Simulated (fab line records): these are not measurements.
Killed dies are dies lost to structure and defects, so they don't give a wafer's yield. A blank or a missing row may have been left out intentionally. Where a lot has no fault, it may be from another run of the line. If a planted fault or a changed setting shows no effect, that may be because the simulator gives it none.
Split-lot trial / flow n5_finfet / 21 wafers read from 7 lots, route of 1938 steps

THE SPLIT
At N5_BEOL_M5_EXPOSE_08 (exposes mask M5, target cd 28 nm), the setting dose_mj was moved away from the recipe's 35.75 on 8 of the 21 wafers read, by -4.7% to +7.0%. All remaining wafers had this setting at the recipe value.

FROM THE SPLIT TO THE READING: what the file shows between them, 12 steps
- N5_BEOL_M5_PEB_09: peb time 60 s
- N5_BEOL_M5_DEVELOP_10: develop time 30 s
- N5_BEOL_M5_CD_MEAS_11: target cd 27.74 nm
- N5_BEOL_M5_DESCUM_16: chemistry O2, time 7 s
- N5_BEOL_M5_ETCH_72: etches underlayer in N2/H2, target depth 6.5 nm, time 5.2 s
- N5_BEOL_M5_ETCH_61: etches SiARC in CF4, target depth 15.6 nm, time 26 s
- N5_BEOL_M5_ETCH_62: etches SOC in N2/H2, target depth 75 nm, overetch 15 nm, time 112.5 s
- N5_BEOL_M5_STRIP_63: strips in N2/H2
- N5_BEOL_M5_STRIP_73: strips in N2/H2
- N5_BEOL_M5_STRIP_64: strips in CF4
- N5_BEOL_M5_HM_OPEN_17: chemistry Cl2/BCl3, target TiN, target depth 20 nm, overetch 6 nm
- N5_BEOL_M5_STRIP_19: strips in O2

THE READING
cd_nm, in nm, at N5_BEOL_M5_CD_MEAS_18 (pitch 56 nm, target cd 28 nm). A value of 28.0 nm with a standard deviation of 0.36 nm is what fault-free wafers of this fab line usually give.

wafer=L077.4; tool, chamber at the split=euv_scanner-02, 0; dose_mj as run=35.75; against the recipe=recipe; cd_nm, nm=27.7; against lot-mates on the recipe=-
wafer=L077.5; tool, chamber at the split=euv_scanner-02, 0; dose_mj as run=35.75; against the recipe=recipe; cd_nm, nm=27.6; against lot-mates on the recipe=-
wafer=L077.6; tool, chamber at the split=euv_scanner-02, 0; dose_mj as run=35.75; against the recipe=recipe; cd_nm, nm=28.0; against lot-mates on the recipe=-
wafer=L084.1; tool, chamber at the split=euv_scanner-02, 0; dose_mj as run=35.75; against the recipe=recipe; cd_nm, nm=28.3; against lot-mates on the recipe=-
wafer=L084.5; tool, chamber at the split=euv_scanner-02, 0; dose_mj as run=35.75; against the recipe=recipe; cd_nm, nm=28.1; against lot-mates on the recipe=-
wafer=L084.6; tool, chamber at the split=euv_scanner-02, 0; dose_mj as run=35.75; against the recipe=recipe; cd_nm, nm=27.5; against lot-mates on the recipe=-
wafer=L085.1; tool, chamber at the split=euv_scanner-01, 0; dose_mj as run=35.75; against the recipe=recipe; cd_nm, nm=28.0; against lot-mates on the recipe=-
wafer=L085.3; tool, chamber at the split=euv_scanner-01, 0; dose_mj as run=38.26; against the recipe=+7.0%; cd_nm, nm=29.6; against lot-mates on the recipe=+1.6
wafer=L085.6; tool, chamber at the split=euv_scanner-01, 0; dose_mj as run=35.75; against the recipe=recipe; cd_nm, nm=28.0; against lot-mates on the recipe=-
wafer=L087.1; tool, chamber at the split=euv_scanner-02, 0; dose_mj as run=34.84; against the recipe=-2.5%; cd_nm, nm=27.8; against lot-mates on the recipe=-0.1
wafer=L087.3; tool, chamber at the split=euv_scanner-02, 0; dose_mj as run=35.75; against the recipe=recipe; cd_nm, nm=27.9; against lot-mates on the recipe=-
wafer=L087.5; tool, chamber at the split=euv_scanner-02, 0; dose_mj as run=34.84; against the recipe=-2.5%; cd_nm, nm=27.8; against lot-mates on the recipe=-0.1
wafer=L091.1; tool, chamber at the split=euv_scanner-01, 0; dose_mj as run=35.75; against the recipe=recipe; cd_nm, nm=28.7; against lot-mates on the recipe=-
wafer=L091.2; tool, chamber at the split=euv_scanner-01, 0; dose_mj as run=34.27; against the recipe=-4.1%; cd_nm, nm=27.4; against lot-mates on the recipe=-1.1
wafer=L091.4; tool, chamber at the split=euv_scanner-01, 0; dose_mj as run=35.75; against the recipe=recipe; cd_nm, nm=28.2; against lot-mates on the recipe=-
wafer=L090.1; tool, chamber at the split=euv_scanner-02, 0; dose_mj as run=35.75; against the recipe=recipe; cd_nm, nm=28.7; against lot-mates on the recipe=-
wafer=L090.2; tool, chamber at the split=euv_scanner-02, 0; dose_mj as run=36.75; against the recipe=+2.8%; cd_nm, nm=29.2; against lot-mates on the recipe=+0.5
wafer=L090.3; tool, chamber at the split=euv_scanner-02, 0; dose_mj as run=36.75; against the recipe=+2.8%; cd_nm, nm=28.9; against lot-mates on the recipe=+0.2
wafer=L093.2; tool, chamber at the split=euv_scanner-02, 0; dose_mj as run=34.06; against the recipe=-4.7%; cd_nm, nm=26.3; against lot-mates on the recipe=-2.1
wafer=L093.3; tool, chamber at the split=euv_scanner-02, 0; dose_mj as run=34.06; against the recipe=-4.7%; cd_nm, nm=26.7; against lot-mates on the recipe=-1.7
wafer=L093.4; tool, chamber at the split=euv_scanner-02, 0; dose_mj as run=35.75; against the recipe=recipe; cd_nm, nm=28.4; against lot-mates on the recipe=-

FIT RESULTS
A straight line over all 21 wafers: cd_nm changes by +0.254 nm for each +1% of dose_mj; r = +0.88; the points scatter about the line by 0.38 nm.
The same after taking each lot's own level away (the mean of its wafers on the recipe; 21 wafers): +0.255 nm for each +1%; r = +0.89; scatter 0.36 nm.
That fit puts the effect of the largest move of dose_mj on the reading at 1.8 nm.
From 27.77 to 28.70 nm: that is the span of the lots' own levels, equal to 2.6 times the standard deviation above.
Consequently the slope shifts little with the lot-to-lot level, the two slopes agreeing.
Check: with one of the wafers moved furthest among these (+7.0%) left out of the fit, the line predicts +1.84 nm for it against its lot-mates. It came out at +1.6 nm against them.

THE WHOLE CHAIN: every reading that the file lists as answering this split, in the file's order
step=N5_BEOL_M5_CD_MEAS_11; what it does=target cd 27.74 nm; reading=cd_nm; change (the file's fit)=+0.277 nm for each +1% of the setting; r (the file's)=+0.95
step=N5_BEOL_M5_DESCUM_16; what it does=chemistry O2, time 7 s; reading=BEOL_M5.cd_nm (the simulator's own value, which no gauge read); change (the file's fit)=+0.253 nm for each +1% of the setting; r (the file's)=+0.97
step=N5_BEOL_M5_ETCH_72; what it does=etches underlayer in N2/H2, target depth 6.5 nm, time 5.2 s; reading=BEOL_M5.cd_nm (the simulator's own value, which no gauge read); change (the file's fit)=+0.257 nm for each +1% of the setting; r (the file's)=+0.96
step=N5_BEOL_M5_ETCH_61; what it does=etches SiARC in CF4, target depth 15.6 nm, time 26 s; reading=BEOL_M5.cd_nm (the simulator's own value, which no gauge read); change (the file's fit)=+0.269 nm for each +1% of the setting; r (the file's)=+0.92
step=N5_BEOL_M5_ETCH_62; what it does=etches SOC in N2/H2, target depth 75 nm, overetch 15 nm, time 112.5 s; reading=BEOL_M5.cd_nm (the simulator's own value, which no gauge read); change (the file's fit)=+0.278 nm for each +1% of the setting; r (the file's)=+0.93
step=N5_BEOL_M5_HM_OPEN_17; what it does=chemistry Cl2/BCl3, target TiN, target depth 20 nm, overetch 6 nm; reading=BEOL_M5.cd_nm (the simulator's own value, which no gauge read); change (the file's fit)=+0.238 nm for each +1% of the setting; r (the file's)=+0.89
step=N5_BEOL_M5_CD_MEAS_18; what it does=pitch 56 nm, target cd 28 nm; reading=cd_nm; change (the file's fit)=+0.249 nm for each +1% of the setting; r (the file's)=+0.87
step=N5_BEOL_M5_ETCH_41; what it does=etches SiCN in CH3F/O2, target depth 31.5 nm, time 56.7 s; reading=BEOL_M5.cd_nm (the simulator's own value, which no gauge read); change (the file's fit)=+0.21 nm for each +1% of the setting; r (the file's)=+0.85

THE FILE'S OWN FIT
cd_nm changes by +0.249 nm for each +1% of dose_mj, r = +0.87.
